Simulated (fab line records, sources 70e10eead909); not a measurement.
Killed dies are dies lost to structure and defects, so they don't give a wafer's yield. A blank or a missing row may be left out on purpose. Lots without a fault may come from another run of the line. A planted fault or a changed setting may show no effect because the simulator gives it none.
fab line records | flow nand_harc
record lots=6 wafers=18 last_day=32
route steps=1302 shown A_CONTACT@1035 END@1302
lots that met no fault: from a run of the same line without faults
start_h: hours from the record's first day to the start of the lot's first wafer shown | wait_h: hours since the lot's step before | " the same as in the row above | L1.1+2: a row that stands for several wafers | - no value, or no start given | * or withheld: withheld | < > ~ a bound
route shown NAME@n: a module of which the file shows steps, and the number in the route of the first | usual: mean/standard deviation of fault-free wafers | same: alike in all rows | chamber/n: place in a boat | sites: the reading at each site | _std_site: their standard deviation | _edge_site: outer sites' mean less inner sites' | radius_mm: how far each site lies from the wafer's centre | mask NAME#n: copy n | behind: the tool/chamber that last shaped the wafer | hold: why the lot was held/for how many hours/how that ended | device: the transistor (n, p or np) that didn't switch | end of line: the same wafers' tests at the end of the route | a step without rows: its recipe alone | killed: dies lost to structure and defects at the first sort, not the wafer's yield | map: a wafer's dies, x killed, . not, _ none there
set.NAME: the setting as run; set.NAME@STEP: as run at that earlier step | model.NAME: the simulator's own value behind a step, which no gauge read
lots at some steps of the route; a table a step, a row a wafer
services: from which hour (start_h, from the record's first day; less than 0 if before it) a tool's chamber was out of use, for how many hours, and why
## steps
# step NHARC_A_CONTACT_EBR_65
# step NHARC_A_CONTACT_EXPOSE_66
# recipe na=1.35 sigma_outer=0.8 dose_mj=59.02 mask_id=A_CC_2
# step NHARC_A_CONTACT_PEB_67
# recipe peb_temp_c=100 peb_time_s=65
# step NHARC_A_CONTACT_DEVELOP_68
# recipe develop_time_s=35 dev_temp_c=23
# step NHARC_A_CONTACT_CD_MEAS_69
# recipe target_cd_nm=300 landing_energy_ev=500
# usual cd_nm=300.1/0.65
# columns lot.wafer tool chamber start_h wait_h cd_nm
L910.2 cd_sem-01 0 502.70 - 300.2
L910.3 " 0 " " 299.9
L910.6 " 0 " " 300.5
L920.1 cd_sem-02 0 599.63 - 299.0
L920.4 " 0 " " 298.4
L920.5 " 0 " " 299.5
L922.2 cd_sem-03 0 616.27 - 299.7
L922.3 " 0 " " 299.6
L922.5 " 0 " " 299.1
L921.1 cd_sem-01 0 623.53 - 300.6
L921.5 " 0 " " 299.3
L921.6 " 0 " " 299.6
L925.1 cd_sem-02 0 657.10 - 299.7
L925.2 " 0 " " 300.1
L925.6 " 0 " " 299.7
L929.1 cd_sem-01 0 713.50 - 299.9
L929.2 " 0 " " 299.3
L929.4 " 0 " " 299.8
# step NHARC_A_CONTACT_OVL_MEAS_70
# usual overlay_x_nm=0.0/0.8 overlay_y_nm=0.2/0.66
# columns lot.wafer tool chamber start_h wait_h overlay_x_nm overlay_y_nm
L910.2 overlay-01 - 502.78 - 1.1 1.2
L910.3 " - " " 0.5 1.4
L910.6 " - " " 0.8 1.3
L920.1 overlay-02 - 599.72 - -0.3 0.5
L920.4 " - " " -0.4 -0.2
L920.5 " - " " -0.3 -0.4
L922.2 overlay-02 - 616.36 - 0.4 0.3
L922.3 " - " " -0.1 0.3
L922.5 " - " " 0.7 0.4
L921.1 overlay-02 - 623.62 - 1.3 0.5
L921.5 " - " " 1.2 0.7
L921.6 " - " " 1.4 1.0
L925.1 overlay-02 - 657.19 - 0.5 0.2
L925.2 " - " " -0.1 0.8
L925.6 " - " " -0.1 0.6
L929.1 overlay-01 - 713.59 - 0.0 0.6
L929.2 " - " " -0.7 0.6
L929.4 " - " " -0.6 0.4
# step NHARC_A_CONTACT_INSPECT_71
# usual raw_defect_count=84/26
# columns lot.wafer tool chamber start_h wait_h raw_defect_count
L910.2 defect_inspect-02 - 502.82 0.0 128
L910.3 " - " " 122
L910.6 " - " " 106
L920.1 defect_inspect-01 - 599.76 0.0 76
L920.4 " - " " 79
L920.5 " - " " 81
L922.2 defect_inspect-02 - 616.39 0.0 66
L922.3 " - " " 57
L922.5 " - " " 63
L921.1 defect_inspect-02 - 623.66 0.0 87
L921.5 " - " " 93
L921.6 " - " " 95
L925.1 defect_inspect-02 - 657.23 0.0 62
L925.2 " - " " 62
L925.6 " - " " 64
L929.1 defect_inspect-01 - 713.63 0.0 89
L929.2 " - " " 103
L929.4 " - " " 111
# step NHARC_A_CONTACT_DESCUM_74
# recipe time_s=3 o2_flow_sccm=200 ar_flow_sccm=0 bias_power_w=0 chemistry=O2
# step NHARC_A_CONTACT_ETCH_75
# recipe target_depth_a=390 over_etch_frac=0.3 time_s=65 ion_energy_ev=80 cf4_flow_sccm=150 ar_flow_sccm=0 rf_w=300 bias_w=100 chemistry=CF4
# usual chamber_pressure_mTorr=50.00/0.049 drypump_motor_current_A=5.7/0.59 oes_product_au=1.007/0.0096 rf_vpp_V=151.1/1.3 showerhead_plenum_p_Torr=1.75/0.09 throttle_valve_pct=13.284/0.0094
# columns lot.wafer tool chamber start_h wait_h chamber_pressure_mTorr drypump_motor_current_A oes_product_au rf_hours_counter_h rf_vpp_V showerhead_plenum_p_Torr throttle_valve_pct
L910.3 rie_diel-11 0 502.96 0.1 49.96 6.3 0.980 20 151.3 1.74 13.286
L910.2 " 1 " " 50.07 5.8 0.995 15 151.3 1.71 13.297
L910.6 " 1 " " 50.09 5.8 1.002 - 151.1 1.71 13.287
L920.4 rie_diel-01 1 599.92 0.1 49.92 5.0 1.015 8 153.4 1.90 13.295
L920.1 " 2 " " 49.97 4.9 1.011 8 150.3 1.78 13.277
L920.5 " 3 " " 50.03 6.3 1.020 - 151.1 1.69 13.283
L922.2 rie_diel-01 2 616.54 0.1 49.96 5.0 1.008 10 151.8 1.78 13.302
L922.3 " 0 " " 49.95 6.0 1.020 10 150.0 1.68 13.291
L922.5 " 2 " " 49.93 4.9 1.006 - 151.1 1.78 13.275
L921.1 rie_diel-01 2 623.81 0.1 50.01 5.0 1.003 11 150.2 1.78 13.293
L921.6 " 1 " " 50.02 4.9 1.007 - 152.6 1.90 13.292
L921.5 " 2 " " 50.02 4.9 1.006 - 150.6 1.78 13.279
L925.1 rie_diel-11 0 657.37 0.1 49.95 6.3 0.999 14 149.8 1.72 13.285
L925.2 " 3 " " 49.92 5.4 1.011 15 150.4 1.87 13.270
L925.6 " 0 " " 50.05 6.2 1.002 - 150.4 1.72 13.287
L929.2 rie_diel-05 3 713.79 0.1 50.03 5.8 1.012 37 150.0 1.65 13.268
L929.4 " 0 " " 49.96 6.7 0.995 28 149.5 1.65 13.301
L929.1 " 2 " " 50.01 6.2 1.009 38 150.8 1.77 13.289
# step NHARC_A_CONTACT_ETCH_76
# recipe target_depth_a=2600 over_etch_frac=0.3 time_s=475.3 ion_energy_ev=200 n2_flow_sccm=150 h2_flow_sccm=150 ar_flow_sccm=0 rf_w=400 bias_w=150 chemistry=N2/H2
# step NHARC_A_CONTACT_ETCH_77
# recipe target_depth_a=1089 time_s=54.5 cf4_flow_sccm=100 chf3_flow_sccm=30 ar_flow_sccm=0 rf_w=500 bias_w=200 chemistry=CF4/CHF3
# usual chamber_pressure_mTorr=25.002/0.023 drypump_motor_current_A=5.6/0.59 oes_product_au=0.944/0.019 rf_vpp_V=370.1/2.9 showerhead_plenum_p_Torr=1.56/0.085 throttle_valve_pct=16.802/0.0092
# columns lot.wafer tool chamber start_h wait_h chamber_pressure_mTorr drypump_motor_current_A oes_product_au rf_hours_counter_h rf_vpp_V showerhead_plenum_p_Torr throttle_valve_pct
L910.2 rie_diel-11 2 - - 24.990 5.5 0.966 15 367.7 1.47 16.825
L910.3 " 3 " " 24.940 5.4 0.954 19 372.5 1.68 16.807
L910.6 " 3 " " 25.017 5.4 0.980 - 375.1 1.68 16.790
L920.1 rie_diel-01 1 - - 25.005 4.9 0.932 8 373.4 1.69 16.820
L920.4 " 0 " " 24.994 6.0 0.926 8 368.1 1.49 16.810
L920.5 " 2 " " 24.982 5.0 0.923 - 370.3 1.58 16.789
L922.3 rie_diel-01 0 - - 24.998 6.0 0.942 10 368.5 1.49 16.816
L922.2 " 1 " " 24.997 4.9 0.946 10 374.7 1.69 16.805
L922.5 " 3 " " 24.943 6.3 0.940 - 367.6 1.50 16.817
L921.1 rie_diel-01 2 - - 24.976 5.0 0.935 11 371.0 1.58 16.809
L921.5 " 0 " " 25.021 6.0 0.937 - 368.4 1.49 16.790
L921.6 " 1 " " 25.026 4.9 0.935 - 375.7 1.69 16.805
L925.1 rie_diel-11 2 - - 24.961 5.5 0.959 11 375.1 1.70 16.809
L925.2 " 0 " " 24.995 6.2 0.977 14 368.4 1.53 16.809
L925.6 " 2 " " 25.008 5.5 0.958 - 375.8 1.70 16.802
L929.1 rie_diel-05 0 - - 25.007 6.7 0.918 29 366.9 1.46 16.800
L929.2 " 1 " " 24.972 5.3 0.920 34 367.9 1.49 16.805
L929.4 " 3 " " 24.997 5.8 0.944 37 368.6 1.46 16.798
# step NHARC_A_CONTACT_ETCH_78
# recipe target_depth_a=53000 over_etch_frac=0.3 time_s=1378 ion_energy_ev=150 o2_flow_sccm=400 cos_flow_sccm=20 ar_flow_sccm=0 rf_w=500 bias_w=300 chemistry=O2/COS
# step NHARC_A_CONTACT_ETCH_124
# recipe source_w=withheld pressure_mtorr=20 bias_v=withheld time_s=140 target_depth_a=7000 ar_flow_sccm=withheld c4f8_flow_sccm=withheld o2_flow_sccm=withheld chemistry=C4F8/O2/Ar
# usual chamber_pressure_mTorr=19.999/0.018
# columns lot.wafer tool chamber start_h wait_h chamber_pressure_mTorr rf_hours_counter_h
L910.2 har_cap_etch-02 0 504.46 - 20.000 83
L910.3 " 0 " " 20.021 -
L910.6 " 1 " " 20.013 -
L920.1 har_cap_etch-02 0 601.37 - 20.002 102
L920.4 " 1 " " 20.009 -
L920.5 " 0 " " 19.990 -
L922.2 har_cap_etch-03 0 618.05 - 20.010 65
L922.3 " 1 " " 19.978 -
L922.5 " 0 " " 20.017 -
L921.1 har_cap_etch-02 1 625.27 - 19.975 108
L921.5 " 1 " " 19.979 -
L921.6 " 0 " " 19.964 -
L925.1 har_cap_etch-01 1 658.84 - 20.015 23
L925.2 " 0 " " 19.999 23
L925.6 " 1 " " 19.999 -
L929.1 har_cap_etch-02 0 715.33 - 20.033 124
L929.2 " 1 " " 20.001 124
L929.4 " 1 " " 20.016 -
# step NHARC_A_CONTACT_ETCH_125
# recipe source_w=withheld pressure_mtorr=20 bias_v=3000 time_s=197 target_depth_a=19180 ar_flow_sccm=withheld c4f8_flow_sccm=withheld o2_flow_sccm=withheld chemistry=C4F8/O2/Ar
# step NHARC_A_CONTACT_ETCH_126
# recipe source_w=withheld pressure_mtorr=20 bias_v=3000 time_s=197 target_depth_a=19180 ar_flow_sccm=withheld c4f8_flow_sccm=withheld o2_flow_sccm=withheld chemistry=C4F8/O2/Ar
# step NHARC_A_CONTACT_ETCH_127
# recipe source_w=withheld pressure_mtorr=20 bias_v=3000 time_s=197 target_depth_a=19180 ar_flow_sccm=withheld c4f8_flow_sccm=withheld o2_flow_sccm=withheld chemistry=C4F8/O2/Ar
# step NHARC_A_CONTACT_ETCH_128
# recipe source_w=withheld pressure_mtorr=20 bias_v=3000 time_s=197 target_depth_a=19180 ar_flow_sccm=withheld c4f8_flow_sccm=withheld o2_flow_sccm=withheld chemistry=C4F8/O2/Ar
# step NHARC_A_CONTACT_ETCH_129
# recipe source_w=withheld pressure_mtorr=20 bias_v=3000 time_s=197 target_depth_a=19180 ar_flow_sccm=withheld c4f8_flow_sccm=withheld o2_flow_sccm=withheld chemistry=C4F8/O2/Ar
# usual chamber_pressure_mTorr=19.998/0.02
# columns lot.wafer tool chamber start_h wait_h chamber_pressure_mTorr rf_hours_counter_h
L910.2 har_cap_etch-02 0 505.37 0.1 19.998 84
L910.3 " 0 " " 19.979 -
L910.6 " 1 " " 19.986 -
L920.1 har_cap_etch-02 0 602.28 0.1 19.993 103
L920.4 " 1 " " 19.993 -
L920.5 " 0 " " 20.002 -
L922.2 har_cap_etch-03 0 618.96 0.1 20.014 65
L922.3 " 1 " " 20.001 -
L922.5 " 0 " " 19.964 -
L921.1 har_cap_etch-02 1 626.18 0.1 20.002 109
L921.5 " 1 " " 20.010 -
L921.6 " 0 " " 20.008 -
L925.1 har_cap_etch-01 1 660.05 0.2 20.014 23
L925.2 " 0 " " 20.050 23
L925.6 " 1 " " 19.991 -
L929.1 har_cap_etch-02 0 716.23 0.1 19.999 124
L929.2 " 1 " " 19.993 124
L929.4 " 1 " " 19.983 -
# step NHARC_A_CONTACT_ETCH_130
# recipe source_w=withheld pressure_mtorr=20 bias_v=3000 time_s=197 target_depth_a=19180 ar_flow_sccm=withheld c4f8_flow_sccm=withheld o2_flow_sccm=withheld chemistry=C4F8/O2/Ar
# step NHARC_A_CONTACT_ETCH_131
# recipe source_w=withheld pressure_mtorr=20 bias_v=3000 time_s=197 target_depth_a=19180 ar_flow_sccm=withheld c4f8_flow_sccm=withheld o2_flow_sccm=withheld chemistry=C4F8/O2/Ar
# step NHARC_A_CONTACT_ETCH_132
# recipe source_w=withheld pressure_mtorr=20 bias_v=3000 time_s=197 target_depth_a=19240 ar_flow_sccm=withheld c4f8_flow_sccm=withheld o2_flow_sccm=withheld chemistry=C4F8/O2/Ar
# step NHARC_A_CONTACT_ETCH_133
# recipe source_w=withheld pressure_mtorr=20 bias_v=400 time_s=374 target_depth_a=16100 ar_flow_sccm=withheld c4f8_flow_sccm=11.5 o2_flow_sccm=7.2 chemistry=C4F8/O2/Ar
# usual chamber_pressure_mTorr=20.000/0.019
# columns lot.wafer tool chamber start_h wait_h chamber_pressure_mTorr rf_hours_counter_h
L910.2 har_cap_etch-02 0 506.12 0.2 19.973 85
L910.3 " 0 " " 20.004 -
L910.6 " 1 " " 20.008 -
L920.1 har_cap_etch-02 0 602.98 0.1 20.001 104
L920.4 " 1 " " 19.993 -
L920.5 " 0 " " 19.978 -
L922.2 har_cap_etch-03 0 619.67 0.1 19.991 66
L922.3 " 1 " " 19.985 -
L922.5 " 0 " " 20.010 -
L921.1 har_cap_etch-02 1 626.89 0.1 19.974 109
L921.5 " 1 " " 20.007 -
L921.6 " 0 " " 20.003 -
L925.1 har_cap_etch-01 1 660.99 0.2 19.940 24
L925.2 " 0 " " 20.013 24
L925.6 " 1 " " 19.988 -
L929.1 har_cap_etch-02 0 716.94 0.1 20.021 125
L929.2 " 1 " " 19.989 125
L929.4 " 1 " " 19.984 -
# step NHARC_A_CONTACT_ETCH_91
# recipe target_depth_a=400 over_etch_frac=0.5 time_s=85.7 ion_energy_ev=120 ch3f_flow_sccm=50 o2_flow_sccm=30 ar_flow_sccm=200 rf_w=500 bias_w=100 chemistry=CH3F/O2
# step NHARC_A_CONTACT_ETCH_97
# recipe target_depth_a=200 over_etch_frac=0.5 time_s=10 ion_energy_ev=250 c4f6_flow_sccm=25 o2_flow_sccm=20 ar_flow_sccm=500 rf_w=600 bias_w=500 chemistry=C4F6/O2
# step NHARC_A_CONTACT_CD_MEAS_80
# usual cd_nm=289.4/0.69
# columns lot.wafer tool chamber start_h wait_h cd_nm
L910.2 cd_sem-03 - 507.06 - 290.0
L910.3 " - " " 289.6
L910.6 " - " " 289.2
L920.1 cd_sem-03 - 604.03 - 288.0
L920.4 " - " " 288.3
L920.5 " - " " 287.8
L922.2 cd_sem-02 - 620.70 - 290.1
L922.3 " - " " 289.6
L922.5 " - " " 289.8
L921.1 cd_sem-01 - 627.90 - 289.8
L921.5 " - " " 289.9
L921.6 " - " " 289.4
L925.1 cd_sem-02 - 662.14 - 288.9
L925.2 " - " " 289.0
L925.6 " - " " 289.5
L929.1 cd_sem-01 - 717.97 - 288.8
L929.2 " - " " 289.7
L929.4 " - " " 289.4
# step NHARC_A_CONTACT_STRIP_103
# recipe n2_flow_sccm=150 h2_flow_sccm=150 ar_flow_sccm=0 bias_w=0 chemistry=N2/H2
# step NHARC_A_CONTACT_STRIP_104
# recipe cf4_flow_sccm=100 chf3_flow_sccm=30 ar_flow_sccm=0 bias_w=0 chemistry=CF4/CHF3
# step NHARC_A_CONTACT_STRIP_105
# recipe o2_flow_sccm=400 cos_flow_sccm=20 ar_flow_sccm=0 bias_w=0 chemistry=O2/COS
# step NHARC_A_CONTACT_ETCH_106
# recipe target_depth_a=900 overetch_a=90 time_s=49.5 ion_energy_ev=100 cf4_flow_sccm=80 o2_flow_sccm=20 ar_flow_sccm=0 rf_w=300 bias_w=100 chemistry=CF4/O2
# step NHARC_A_CONTACT_STRIP_82
# recipe o2_flow_sccm=500 ar_flow_sccm=0 bias_w=0 chemistry=O2
# step NHARC_A_CONTACT_STRIP_83
# recipe time_s=600 temp_c=30 chemistry=post_etch_residue_remover
# step NHARC_A_CONTACT_DEP_84
# recipe target_thk_a=28000 temp_c=400 material=aC
# step NHARC_A_CONTACT_DEP_85
# recipe target_thk_a=600 target_thk_nm=60 temp_c=400 pressure_torr=3.5 flow_sccm=200 rf_w=350 material=SiON
# usual heater_power_w=752/92
# columns lot.wafer tool chamber start_h wait_h heater_power_w
L910.2 pecvd-04 2 509.73 1.2 780
L910.3 " 0 " " 778
L910.6 " 0 " " 755
L920.1 pecvd-02 0 609.07 1.5 624
L920.4 " 1 " " 918
L920.5 " 0 " " 628
L922.2 pecvd-03 0 624.50 1.2 602
L922.3 " 1 " " 821
L922.5 " 0 " " 602
L921.1 pecvd-04 2 630.61 1.5 737
L921.6 " 0 " " 718
L921.5 " 1 " " 872
L925.1 pecvd-04 1 664.85 1.5 841
L925.2 " 2 " " 767
L925.6 " 2 " " 766
L929.1 pecvd-02 0 724.41 1.4 553
L929.2 " 1 " " 842
L929.4 " 0 " " 563
# step NHARC_A_CONTACT_DEHYDRATE_00
# recipe temp_c=150 time_s=120
# step NHARC_A_CONTACT_HMDS_01
# recipe time_s=30
# step NHARC_A_CONTACT_COAT_86
# recipe temp_c=260 time_s=75
# step NHARC_A_CONTACT_COAT_87
# recipe temp_c=225 time_s=65
# step NHARC_A_CONTACT_COAT_02
# recipe spin_rpm=1500 resist_thk_nm=90
# step NHARC_A_CONTACT_SOFTBAKE_03
# recipe temp_c=105 time_s=55
# step NHARC_A_CONTACT_EBR_04
# step NHARC_A_CONTACT_EXPOSE_05
# recipe na=1.35 sigma_outer=0.8 dose_mj=84.24 mask_id=A_CC
# step NHARC_A_CONTACT_PEB_06
# recipe peb_temp_c=100 peb_time_s=65
# step NHARC_END_SORT_01
# recipe temp_c=25
# usual killed_at_array=62/15 killed_at_other=0.8/1 killed_at_periphery=3.7/2.6 killed_dies=66/15 killed_open=3.1/1.8 killed_short=2.6/1.7
# same gross_dies=677
# columns lot.wafer tool chamber start_h wait_h killed_at_array killed_at_other killed_at_periphery killed_dies killed_open killed_short
L920.1 prober-02 0 659.57 2.4 146 0 5 151 3 5
L920.4 prober-02 0 661.98 3.4 115 0 4 119 1 0
L920.5 prober-02 0 662.78 3.7 136 1 4 141 2 5
L921.1 prober-01 0 682.31 2.5 98 0 3 101 2 1
L921.5 prober-01 0 685.52 3.7 112 0 2 114 3 3
L921.6 prober-01 0 686.33 4.0 171 0 0 171 5 1
# killed by level:class
L920.1 A_CONTACT:unspecified=102 A_SLIT:chamber_film_flake=28 A_CHANNEL_HOLE_D2:chamber_film_flake=5 A_ONON_D2:geometric_particle:short=2 A_M0:geometric_particle:short=2 P_STI:chamber_film_flake=2 P_CONTACT:geometric_particle:open=1 P_M1:geometric_particle:open=1
L920.4 A_CONTACT:unspecified=71 A_SLIT:chamber_film_flake=26 A_CHANNEL_HOLE_D2:chamber_film_flake=11 A_CHANNEL_HOLE_D1:chamber_film_flake=3 P_M2:chamber_film_flake=2 P_CONTACT:geometric_particle:open=1 P_STI:chamber_film_flake=1 A_CHANNEL_FILL_D1:chamber_film_flake=1
L920.5 A_CONTACT:unspecified=103 A_SLIT:chamber_film_flake=16 A_CHANNEL_HOLE_D1:chamber_film_flake=7 P_STI:chamber_film_flake=4 A_CHANNEL_HOLE_D2:chamber_film_flake=3 A_DECK1_JOINT:geometric_particle:short=2 A_ONON_D1:geometric_particle:short=1 A_ONON_D1:geometric_particle:open=1
L921.1 A_CONTACT:unspecified=56 A_CHANNEL_HOLE_D2:chamber_film_flake=16 A_CHANNEL_HOLE_D1:chamber_film_flake=13 A_SLIT:chamber_film_flake=3 A_STAIRCASE:chamber_film_flake=2 A_WL_FILL:chamber_film_flake=2 A_M1:chamber_film_flake=2 P_CONTACT:geometric_particle:open=1
L921.5 A_CONTACT:unspecified=62 A_CHANNEL_HOLE_D2:chamber_film_flake=15 A_CHANNEL_HOLE_D1:chamber_film_flake=13 A_M1:chamber_film_flake=5 A_CHANNEL_FILL_D1:chamber_film_flake=4 A_WL_FILL:chamber_film_flake=4 A_ONON_D1:geometric_particle:open=1 A_ONON_D1:geometric_particle:short=1
L921.6 A_CONTACT:unspecified=106 A_CHANNEL_HOLE_D1:chamber_film_flake=39 A_CHANNEL_HOLE_D2:chamber_film_flake=17 A_ONON_D1:geometric_particle:open=1 A_CHANNEL_FILL_D1:geometric_particle:open=1 A_ONON_D2:geometric_particle:open=1 A_CHANNEL_FILL_D2:geometric_particle:short=1 A_CONTACT:geometric_particle:open=1
# map L920.1 (x killed, . not)
____________x____________
_________......._________
_______.x........._______
______.x...........______
_____..............._____
____............x....____
____.................____
___......x............___
___...................___
__.....................__
__.....................__
_..x...................._
_...............x......._
_..............xxx..x..._
_...........x.xxxxxxxx.._
_...........xxxxxxxx...._
.............xxxxxxxx....
............xxxxxxxxxx...
............xxxxxxxxxx...
............xxxxxxxxxx...
...........xxxxxxxxxxx...
_...x........xxxxxxxx..._
_............xxxxxxxx..._
_............xxxxxxxx.x._
_............xxxxxxx...._
_x.............xxxxxx..._
__.........x....xxx....__
__............x.xxxx...__
___...........xxx.....___
___...........xxxxxx..___
____..........x.xxxxx____
____.....x....x.xxx..____
_____........xx...x._____
______........x..x.______
_______..........._______
_________......._________
____________.____________
# map L921.6 (x killed, . not)
____________.____________
_________......._________
_______..........._______
______.............______
_____..............._____
____.................____
____...x.............____
___...................___
___.xxxx..............___
__.x.xxx...............__
__...xx................__
_...xxxxxx.............x_
_..xxxxxx.....xx..x....._
_.x.xxxxx.......x.xx...._
_..xxxxx......xxxxxx...._
_.x.x.x......xxxxxxx...._
....x.xx....xxxxxxxxx....
.....x......xxxxxxxxxx...
.............xxxxxxxxx...
...x........xxxxxxxxx....
............xxxxxxxxxxx..
_xx........xxxxxxxxxxx.._
_...x.......xxxxxxxxx..._
_...........xxxxxxxx...._
_...........x.xxxxxx...._
_..............xxxx.x..._
__..............xx.....__
__..............xx....x__
___............xxxx...___
___............x..x...___
____...........x.xx..____
____............xx.x.____
_____...........x..._____
______.............______
_______..........._______
_________......._________
____________.____________
## services
# columns tool chamber start_h hours kind
rie_diel-01 0 487.89 - clean
rie_diel-01 1 487.89 - clean
rie_diel-01 2 487.89 - clean
rie_diel-01 3 487.89 - clean
har_cap_etch-01 - 497.60 17.0 pm
pecvd-02 0 510.27 3.6 repair
pecvd-03 - 510.30 13.2 repair
har_cap_etch-02 - 533.86 0.5 repair
pecvd-03 - 547.56 13.0 pm
rie_diel-01 - 557.82 9.0 pm
pecvd-02 1 559.37 4.9 repair
har_cap_etch-02 - 564.73 1.6 repair
pecvd-02 - 572.78 1.7 repair
rie_diel-11 2 580.32 2.7 repair
rie_diel-05 - 583.66 9.0 pm
pecvd-02 - 590.01 13.0 pm
pecvd-03 2 598.88 3.7 repair
rie_diel-11 - 610.70 9.0 pm
rie_diel-05 0 624.22 17.4 repair
pecvd-04 - 638.13 13.0 pm
rie_diel-11 2 643.46 6.4 repair
pecvd-04 2 670.94 4.8 repair
pecvd-02 0 704.68 9.6 repair
pecvd-02 2 714.10 12.9 repair
## key
first_sign step=NHARC_END_SORT_01 reading=killed_at_array direction=up sigmas=4.5 usual=62 struck=130
effect step=NHARC_END_SORT_01 reading=killed_dies direction=up sigmas=4.3 usual=66 struck=133
more_kills_born_at NHARC_A_CONTACT_ETCH_124@har_cap_etch-02=478
met_at NHARC_A_CONTACT_ETCH_124
struck_wafers L920.1,L920.4,L920.5,L921.1,L921.5,L921.6
tester_left_out L920,L921
onset_between 504.46 601.37
fault kind=chamber_particle_source tool=har_cap_etch-02 chamber=- onset_h=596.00 steps=NHARC_A_CONTACT_ETCH_124 rate_per_visit_cm2=2.1987 end_h=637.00
# tester_left_out: of these lots the tester's yield and bins aren't shown, on N5 and GAA mostly nor the transistor test; their killed dies are dies lost to structure and defects alone, not to doping, threshold or leakage, so they don't give the yield
